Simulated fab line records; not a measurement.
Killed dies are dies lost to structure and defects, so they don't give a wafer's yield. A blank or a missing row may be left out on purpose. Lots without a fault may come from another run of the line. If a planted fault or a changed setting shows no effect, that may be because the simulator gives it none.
Problem report, 8D (eight disciplines) form, completed by code || flow n5 finfet || the parts of the form that need people (team, actions taken, sign-off) are left out

1. THE ISSUE
Mean of etch rf on time s at N5_GATE_CUT_CUT_ETCH_53: 30.7 s across 3 wafers in 3 lots; on wafers with no fault it is 26.3 s (standard deviation 0.35). Measured from the usual mean, that is +13 standard deviations.
The step: etches W in SF6/Cl2, target depth 79.2 nm.
First seen on wafer L624.5, day 8 03:58, on rie metal-03. At this step, 32 wafers from 11 lots have a number in the record. By rule, "out" or "out of limits" means more than 4 standard deviations away from the usual mean. The rest of the wafers with a number are treated as sound.

2. WHAT IT IS, AND WHAT IT ISN'T
{"question": "which readings at this step", "is": "etch rf on time s", "is not": "drypump motor current A, oes product au, rf fwd power W, throttle valve pct"}
{"question": "which lots", "is": "L624, L625, L630", "is not": "L610, L611, L615, L616, L617, L619, L621, L633"}
{"question": "which wafers of those lots", "is": "L624.5, L625.6, L630.6", "is not": "L624.1, L624.4, L625.3, L630.1, L630.4"}
{"question": "read on which tools", "is": "rie metal-03", "is not": "rie metal-01, rie metal-02"}
{"question": "when", "is": "from day 8 03:58", "is not": "up to then (23 sound wafers); but 6 sound wafers of L625, L630, L633 came after"}

3. SUSPECTS, AND WHAT RULES EACH OUT
Counting: a tool at a process step up to the reading stays a suspect if it ran every lot that is out. Sound lots after the first of them don't rule it out here, since some wafers of a struck lot are sound.
- rie metal-03 at N5_GATE_CUT_CUT_ETCH_53 (etches W in SF6/Cl2, target depth 79.2 nm): kept. It ran every lot that is out, first L624 (day 8 03:58); its last sound lot up to then is L621 (day 7 06:30). Its own etch rf on time s readings are out on those wafers.
Left after counting: rie metal-03 at N5_GATE_CUT_CUT_ETCH_53.

4. THE CAUSE (what the simulator had put in)
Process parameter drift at N5_GATE_CUT_CUT_ETCH_53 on rie metal-03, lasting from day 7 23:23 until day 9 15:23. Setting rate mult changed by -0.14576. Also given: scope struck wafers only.
After counting, this tool was the only one left.

5. SEQUENCE OF EFFECTS, ordered by route
Each row: a reading whose mean over the struck wafers that have a number lies more than 3 standard deviations from the usual. Only readings for which the record gives a usual standard deviation are gone through. hours: the time from each lot's start at the first step in this table that gives one to its start at this step, as a median over the lots. sigmas: the change in usual standard deviations.
{"hours": 0, "step": "N5_GATE_CUT_CUT_ETCH_53", "reading": "etch rf on time s", "usual": "26.3 s", "on struck wafers": 30.7, "change": "+4.4", "sigmas": "+13"}
It contains these process steps:
- N5_GATE_CUT_CUT_ETCH_53: etches W in SF6/Cl2, target depth 79.2 nm.

6. HOW IT WOULD HAVE BEEN CAUGHT EARLIER
First out-of-limits reading in this record: day 8 03:58, which is 5 hours after fault onset at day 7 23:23.
